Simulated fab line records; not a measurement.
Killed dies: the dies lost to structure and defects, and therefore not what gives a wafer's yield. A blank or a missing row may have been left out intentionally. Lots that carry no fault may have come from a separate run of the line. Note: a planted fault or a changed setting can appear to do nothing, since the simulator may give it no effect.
Chamber matching / flow n5-finfet / N5_BEOL_M9_DESCUM_16 on rie-diel-01 has 4 sister chambers
The step chemistry O2, time 7.9 s. 30 wafers are shown with their chamber, then 12 later ones without.

## WAFERS WITH THEIR CHAMBER
wafer=L074.1; chamber=2; showerhead-plenum-p-Torr (Torr)=2.10; throttle-valve-pct (%)=20.62; drypump-motor-current-A (A)=5.9
wafer=L074.3; chamber=1; showerhead-plenum-p-Torr (Torr)=1.97; throttle-valve-pct (%)=20.13; drypump-motor-current-A (A)=5.4
wafer=L074.6; chamber=1; showerhead-plenum-p-Torr (Torr)=1.97; throttle-valve-pct (%)=20.13; drypump-motor-current-A (A)=5.4
wafer=L081.1; chamber=0; showerhead-plenum-p-Torr (Torr)=2.05; throttle-valve-pct (%)=20.06; drypump-motor-current-A (A)=6.4
wafer=L081.2; chamber=1; showerhead-plenum-p-Torr (Torr)=1.97; throttle-valve-pct (%)=20.15; drypump-motor-current-A (A)=5.4
wafer=L081.3; chamber=3; showerhead-plenum-p-Torr (Torr)=2.02; throttle-valve-pct (%)=20.51; drypump-motor-current-A (A)=6.2
wafer=L081.4; chamber=2; showerhead-plenum-p-Torr (Torr)=2.10; throttle-valve-pct (%)=20.61; drypump-motor-current-A (A)=5.9
wafer=L081.5; chamber=0; showerhead-plenum-p-Torr (Torr)=2.05; throttle-valve-pct (%)=20.06; drypump-motor-current-A (A)=6.3
wafer=L081.6; chamber=1; showerhead-plenum-p-Torr (Torr)=1.97; throttle-valve-pct (%)=20.16; drypump-motor-current-A (A)=5.5
wafer=L080.2; chamber=3; showerhead-plenum-p-Torr (Torr)=2.02; throttle-valve-pct (%)=20.50; drypump-motor-current-A (A)=6.2
wafer=L080.3; chamber=2; showerhead-plenum-p-Torr (Torr)=2.10; throttle-valve-pct (%)=20.63; drypump-motor-current-A (A)=5.8
wafer=L080.4; chamber=1; showerhead-plenum-p-Torr (Torr)=1.97; throttle-valve-pct (%)=20.16; drypump-motor-current-A (A)=5.5
wafer=L083.1; chamber=2; showerhead-plenum-p-Torr (Torr)=2.10; throttle-valve-pct (%)=20.63; drypump-motor-current-A (A)=5.9
wafer=L083.2; chamber=1; showerhead-plenum-p-Torr (Torr)=1.97; throttle-valve-pct (%)=20.17; drypump-motor-current-A (A)=5.4
wafer=L083.3; chamber=3; showerhead-plenum-p-Torr (Torr)=2.02; throttle-valve-pct (%)=20.50; drypump-motor-current-A (A)=6.2
wafer=L083.4; chamber=0; showerhead-plenum-p-Torr (Torr)=2.04; throttle-valve-pct (%)=20.06; drypump-motor-current-A (A)=6.3
wafer=L083.5; chamber=0; showerhead-plenum-p-Torr (Torr)=2.04; throttle-valve-pct (%)=20.05; drypump-motor-current-A (A)=6.3
wafer=L083.6; chamber=1; showerhead-plenum-p-Torr (Torr)=1.97; throttle-valve-pct (%)=20.17; drypump-motor-current-A (A)=5.4
wafer=L085.1; chamber=3; showerhead-plenum-p-Torr (Torr)=2.02; throttle-valve-pct (%)=20.52; drypump-motor-current-A (A)=6.2
wafer=L085.2; chamber=0; showerhead-plenum-p-Torr (Torr)=2.04; throttle-valve-pct (%)=20.07; drypump-motor-current-A (A)=6.4
wafer=L085.3; chamber=2; showerhead-plenum-p-Torr (Torr)=2.10; throttle-valve-pct (%)=20.62; drypump-motor-current-A (A)=5.9
wafer=L085.4; chamber=1; showerhead-plenum-p-Torr (Torr)=1.97; throttle-valve-pct (%)=20.16; drypump-motor-current-A (A)=5.4
wafer=L085.5; chamber=0; showerhead-plenum-p-Torr (Torr)=2.04; throttle-valve-pct (%)=20.08; drypump-motor-current-A (A)=6.4
wafer=L085.6; chamber=1; showerhead-plenum-p-Torr (Torr)=1.97; throttle-valve-pct (%)=20.18; drypump-motor-current-A (A)=5.4
wafer=L088.1; chamber=0; showerhead-plenum-p-Torr (Torr)=2.04; throttle-valve-pct (%)=20.07; drypump-motor-current-A (A)=6.3
wafer=L088.3; chamber=1; showerhead-plenum-p-Torr (Torr)=1.97; throttle-valve-pct (%)=20.17; drypump-motor-current-A (A)=5.5
wafer=L088.4; chamber=2; showerhead-plenum-p-Torr (Torr)=2.10; throttle-valve-pct (%)=20.63; drypump-motor-current-A (A)=5.9
wafer=L087.2; chamber=1; showerhead-plenum-p-Torr (Torr)=1.97; throttle-valve-pct (%)=20.20; drypump-motor-current-A (A)=5.4
wafer=L087.4; chamber=3; showerhead-plenum-p-Torr (Torr)=2.01; throttle-valve-pct (%)=20.51; drypump-motor-current-A (A)=6.2
wafer=L087.6; chamber=0; showerhead-plenum-p-Torr (Torr)=2.04; throttle-valve-pct (%)=20.08; drypump-motor-current-A (A)=6.3

SIGNATURES (means of the wafers above)
reading=showerhead-plenum-p-Torr; chamber 0=2.0425; chamber 1=1.9700; chamber 2=2.1000; chamber 3=2.0180; scatter within a chamber=0.00297
reading=throttle-valve-pct; chamber 0=20.0663; chamber 1=20.1618; chamber 2=20.6233; chamber 3=20.5080; scatter within a chamber=0.0146
reading=drypump-motor-current-A; chamber 0=6.338; chamber 1=5.427; chamber 2=5.883; chamber 3=6.200; scatter within a chamber=0.0434
Rule: a wafer lies at a distance from a chamber equal to the root of the sum of squares, over the readings, of (its reading less the chamber's mean, divided by the reading's scatter). If the next closest chamber is less than 2 further off than the closest, the wafer can't be placed; otherwise it belongs to the closest. The scatter is the square root of a quotient: the sum, over the shown wafers, of each reading's squared deviation from its chamber's mean, divided by wafers minus chambers.

## WAFERS MISSING THEIR CHAMBER
wafer=L094.1; showerhead-plenum-p-Torr (Torr)=1.96; throttle-valve-pct (%)=20.21; drypump-motor-current-A (A)=5.5
wafer=L094.2; showerhead-plenum-p-Torr (Torr)=2.01; throttle-valve-pct (%)=20.53; drypump-motor-current-A (A)=6.2
wafer=L094.5; showerhead-plenum-p-Torr (Torr)=1.96; throttle-valve-pct (%)=20.20; drypump-motor-current-A (A)=5.4
wafer=L095.1; showerhead-plenum-p-Torr (Torr)=2.09; throttle-valve-pct (%)=20.66; drypump-motor-current-A (A)=5.8
wafer=L095.2; showerhead-plenum-p-Torr (Torr)=2.01; throttle-valve-pct (%)=20.56; drypump-motor-current-A (A)=6.2
wafer=L095.3; showerhead-plenum-p-Torr (Torr)=2.03; throttle-valve-pct (%)=20.11; drypump-motor-current-A (A)=6.3
wafer=L095.4; showerhead-plenum-p-Torr (Torr)=1.96; throttle-valve-pct (%)=20.21; drypump-motor-current-A (A)=5.4
wafer=L095.5; showerhead-plenum-p-Torr (Torr)=1.96; throttle-valve-pct (%)=20.21; drypump-motor-current-A (A)=5.4
wafer=L095.6; showerhead-plenum-p-Torr (Torr)=2.03; throttle-valve-pct (%)=20.12; drypump-motor-current-A (A)=6.4
wafer=L097.2; showerhead-plenum-p-Torr (Torr)=2.01; throttle-valve-pct (%)=20.54; drypump-motor-current-A (A)=6.2
wafer=L097.3; showerhead-plenum-p-Torr (Torr)=2.03; throttle-valve-pct (%)=20.11; drypump-motor-current-A (A)=6.3
wafer=L097.4; showerhead-plenum-p-Torr (Torr)=2.01; throttle-valve-pct (%)=20.55; drypump-motor-current-A (A)=6.2

## WHICH CHAMBER EACH WENT THROUGH
wafer=L094.1; from the rows above=1; in truth=1
wafer=L094.2; from the rows above=3; in truth=3
wafer=L094.5; from the rows above=1; in truth=1
wafer=L095.1; from the rows above=2; in truth=2
wafer=L095.2; from the rows above=3; in truth=3
wafer=L095.3; from the rows above=0; in truth=0
wafer=L095.4; from the rows above=1; in truth=1
wafer=L095.5; from the rows above=1; in truth=1
wafer=L095.6; from the rows above=0; in truth=0
wafer=L097.2; from the rows above=3; in truth=3
wafer=L097.3; from the rows above=0; in truth=0
wafer=L097.4; from the rows above=3; in truth=3
12 of 12 placed correctly. From these rows, 0 cannot be placed. 0 placed wrongly.
